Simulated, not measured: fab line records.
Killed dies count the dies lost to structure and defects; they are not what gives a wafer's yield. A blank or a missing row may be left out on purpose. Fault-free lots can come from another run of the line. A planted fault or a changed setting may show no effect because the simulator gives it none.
Which of the tools did it?    flow n5_finfet    10 lots with 28 wafers sampled at 3 steps, on a route of 1938 steps

WHAT THE GAUGES READ, wafer by wafer
N5_BEOL_M4_RC_MEAS_101. Usual: DIBL_N 36.2 mV/V, standard deviation 2.2; DIBL_P 36.1 mV/V, standard deviation 2.8; IOFF_N 0.16 nA/um, standard deviation 0.041; IOFF_P 0.21 nA/um, standard deviation 0.047; ION_N 676 uA/um, standard deviation 16; ION_P 463 uA/um, standard deviation 11; SS_N 71.6 mV/dec, standard deviation 0.78; SS_P 73.3 mV/dec, standard deviation 0.86; VT_N 249 mV, standard deviation 3.8; VT_P -251 mV, standard deviation 3.9.
lot   measured      on         DIBL_N (mV/V)   DIBL_P (mV/V)   IOFF_N (nA/um)  IOFF_P (nA/um)  ION_N (uA/um)  ION_P (uA/um)  SS_N (mV/dec)   SS_P (mV/dec)   VT_N (mV)    VT_P (mV)       flag
L851  day 9 04:30   prober-02  36.2 35.3 36.0  35.8 35.2 35.4  0.18 0.15 0.15  0.24 0.22 0.23  684 675 666    471 465 466    71.6 71.0 71.3  73.8 73.2 73.2  245 252 254  -246 -248 -249  
L854  day 9 12:51   prober-01  40.0 38.2 34.4  39.7 38.1 33.4  0.23 0.17 0.12  0.24 0.21 0.16  689 662 680    455 449 463    72.8 72.8 70.5  74.9 73.2 72.3  244 248 255  -251 -254 -255  
L859  day 11 01:13  prober-01  34.4 35.1 37.0  33.7 32.9 37.8  0.15 0.17 0.20  0.21 0.20 0.29  679 708 673    469 478 469    71.0 71.5 71.7  73.1 72.3 74.1  251 246 244  -248 -249 -246  
L861  day 11 09:26  prober-01  36.7 33.6 37.7  36.4 32.9 39.6  0.18 0.12 0.19  0.21 0.16 0.26  674 659 674    456 449 459    72.4 71.2 72.6  72.4 72.3 74.1  248 252 247  -252 -253 -247  
L865  day 12 12:25  prober-01  39.1 35.7 38.9  38.1 34.2 39.0  0.18 0.13 0.19  0.22 0.16 0.24  672 657 678    461 449 456    72.0 71.8 72.1  73.4 73.1 74.0  249 252 247  -253 -256 -252  
L868  day 13 02:31  prober-02  38.1 38.1 36.2  35.3 37.2 35.0  0.15 0.18 0.13  0.14 0.17 0.15  666 674 666    438 453 450    72.8 71.8 70.9  72.7 73.1 73.0  253 247 252  -260 -254 -258  
L867  day 13 08:55  prober-02  39.9 32.8 35.3  38.6 31.0 33.6  0.23 0.10 0.13  0.29 0.16 0.20  683 667 672    470 463 472    73.2 70.8 71.3  72.8 71.9 72.5  245 253 252  -242 -255 -249  
L869  day 13 15:29  prober-01  36.5 38.7       37.7 38.0       0.16 0.18       0.24 0.24       677 679        474 467        70.9 71.6       74.4 74.2       250 252      -249 -249       
L870  day 13 17:52  prober-01  37.1 35.2       39.2 37.6       0.20 0.16       0.25 0.22       700 675        481 461        71.7 71.9       74.1 73.6       246 248      -247 -251       
L871  day 14 04:28  prober-02  33.7 33.2 38.4  32.3 31.3 37.8  0.11 0.10 0.18  0.14 0.14 0.21  653 664 669    450 453 455    69.8 70.4 71.6  71.8 71.6 73.5  254 256 249  -255 -258 -254  

N5_BEOL_M7_THK_MEAS_01. Usual: M7_ILD_THK gives 155.0 nm (standard deviation 2.2).
lot   measured      on             M7_ILD_THK (nm)    flag
L851  day 10 01:35  film_metro-02  155.9 156.2 154.2  
L854  day 10 10:29  film_metro-02  157.6 157.0 157.7  
L859  day 11 23:45  film_metro-01  155.3 154.5 154.7  
L861  day 12 09:06  film_metro-02  148.4 154.4 157.8  
L865  day 13 11:25  film_metro-01  156.0 155.6 154.9  
L868  day 14 00:39  film_metro-01  155.2 153.7 157.2  
L867  day 14 08:46  film_metro-02  151.5 153.9 153.9  
L869  day 14 14:56  film_metro-01  156.1 156.0        
L870  day 14 21:59  film_metro-02  153.3 154.6        
L871  day 15 02:52  film_metro-01  153.4 154.7 157.6  

TOOL THAT RAN EACH LOT (tool first, then ch and the chambers of the sampled wafers, then the start)
lot   N5_BEOL_M7_ILD_DEP_00
L851  pecvd-03 ch 0,1, day 10 00:59
L854  pecvd-02 ch 0,1,2, day 10 09:55
L859  pecvd-02 ch 0,1,2, day 11 23:10
L861  pecvd-04 ch 0,1,2, day 12 08:31
L865  pecvd-04 ch 0,1, day 13 10:50
L868  pecvd-02 ch 0,2, day 14 00:05
L867  pecvd-03 ch 0,2, day 14 08:03
L869  pecvd-03 ch 0, day 14 14:22
L870  pecvd-04 ch 1, day 14 21:25
L871  pecvd-02 ch 0,1, day 15 02:17
- N5_BEOL_M7_ILD_DEP_00: deposits SiCOH lowk from DEMS/porogen, target thk 179.75 nm, time 33.4 s.

AS READ BY THE TOOLS THEMSELVES (means over the sampled wafers that have a number; for cases with no such wafer, the mark the record gives instead)
N5_BEOL_M7_ILD_DEP_00. Usual: heater_power_outer_w 144 W, standard deviation 40; heater_power_w 310 W, standard deviation 66; showerhead_plenum_p_Torr 5.740 Torr, standard deviation 0.015; throttle_valve_pct 13.8 %, standard deviation 0.66.
lot   tool      heater_power_outer_w (W)  heater_power_w (W)  showerhead_plenum_p_Torr (Torr)  throttle_valve_pct (%)  flag
L851  pecvd-03  110                       248                 5.730                            14.1                    
L854  pecvd-02  131                       307                 5.741                            13.6                    
L859  pecvd-02  146                       323                 5.727                            13.6                    
L861  pecvd-04  173                       345                 5.742                            13.7                    
L865  pecvd-04  176                       350                 5.732                            13.2                    
L868  pecvd-02  143                       318                 5.746                            13.6                    
L867  pecvd-03  118                       276                 5.735                            13.9                    
L869  pecvd-03  84                        202                 5.730                            14.1                    
L870  pecvd-04  211                       411                 5.728                            12.2                    
L871  pecvd-02  166                       357                 5.746                            14.0                    

THE ANSWER, worked out from the rows above alone
Rule: lot off if the mean of its wafers having a number is beyond 3 standard deviations from the usual mean. A lot without any number at a reading at which 4 lots or more have one is off too. Where the step has rows for the other lots, those lots are counted as sound. The gauges are gone through in route order, then the tools' own readings, and for those a lot's mean is taken as printed above. The first step at which some lot is off is used, and at that step the reading that is off furthest; a lot without a number counts as furthest.
No lot is off on any of the readings shown, so nothing can be concluded from this.

WHAT THE SIMULATOR HAD PUT IN
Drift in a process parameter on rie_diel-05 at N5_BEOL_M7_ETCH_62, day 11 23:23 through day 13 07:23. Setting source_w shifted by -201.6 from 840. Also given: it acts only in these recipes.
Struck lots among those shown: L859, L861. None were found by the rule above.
